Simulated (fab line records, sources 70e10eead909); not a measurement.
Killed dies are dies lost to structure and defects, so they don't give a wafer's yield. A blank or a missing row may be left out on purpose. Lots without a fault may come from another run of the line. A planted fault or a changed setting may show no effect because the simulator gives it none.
Chamber matching | flow nand_harc | NHARC_A_BONDPAD_CMP_29 on cmp-01: 4 sister chambers
The step polishes SiCN, target thk 200 nm. 14 wafers are shown with their chamber, then 6 later ones without.

WAFERS WITH THEIR CHAMBER
wafer  | chamber | motor_current_A (A)
L218.1 | 1       | 13.4
L218.2 | 2       | 10.7
L218.5 | 1       | 13.6
L216.1 | 2       | 11.3
L216.2 | 0       | 11.1
L216.6 | 1       | 14.6
L227.1 | 3       | 12.5
L227.2 | 1       | 14.3
L232.1 | 1       | 12.9
L232.2 | 3       | 12.1
L232.4 | 0       | 11.1
L235.3 | 1       | 13.3
L235.5 | 1       | 13.6
L235.6 | 0       | 11.6

SIGNATURES (means of the wafers above)
reading         | chamber 0 | chamber 1 | chamber 2 | chamber 3 | scatter within a chamber
motor_current_A | 11.267    | 13.671    | 11.000    | 12.300    | 0.5
Rule: a wafer's distance from a chamber is the root of the sum, over the readings, of the square of ((its reading less the chamber's mean) divided by the reading's scatter). The wafer belongs to the nearest chamber; if the next one is less than 2 further off, it can't be placed. The scatter: the root of (the sum of the squares of (reading less its chamber's mean) over the shown wafers, divided by (wafers less chambers)).

WAFERS WITHOUT THEIR CHAMBER
wafer  | motor_current_A (A)
L238.1 | 11.0
L238.2 | 11.6
L238.4 | 12.6
L239.1 | 10.9
L239.2 | 11.8
L239.4 | 11.7

WHICH CHAMBER EACH WENT THROUGH
wafer  | from the rows above          | in truth
L238.1 | can't be placed: 2 or 0      | 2
L238.2 | can't be placed: 0 or 2 or 3 | 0
L238.4 | can't be placed: 3 or 1      | 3
L239.1 | can't be placed: 2 or 0      | 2
L239.2 | can't be placed: 3 or 0 or 2 | 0
L239.4 | can't be placed: 0 or 3 or 2 | 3
Placed correctly: 0 of 6. Can't be placed from these rows: 6 (the true chamber is among the candidates in 6). Placed wrongly: 0.
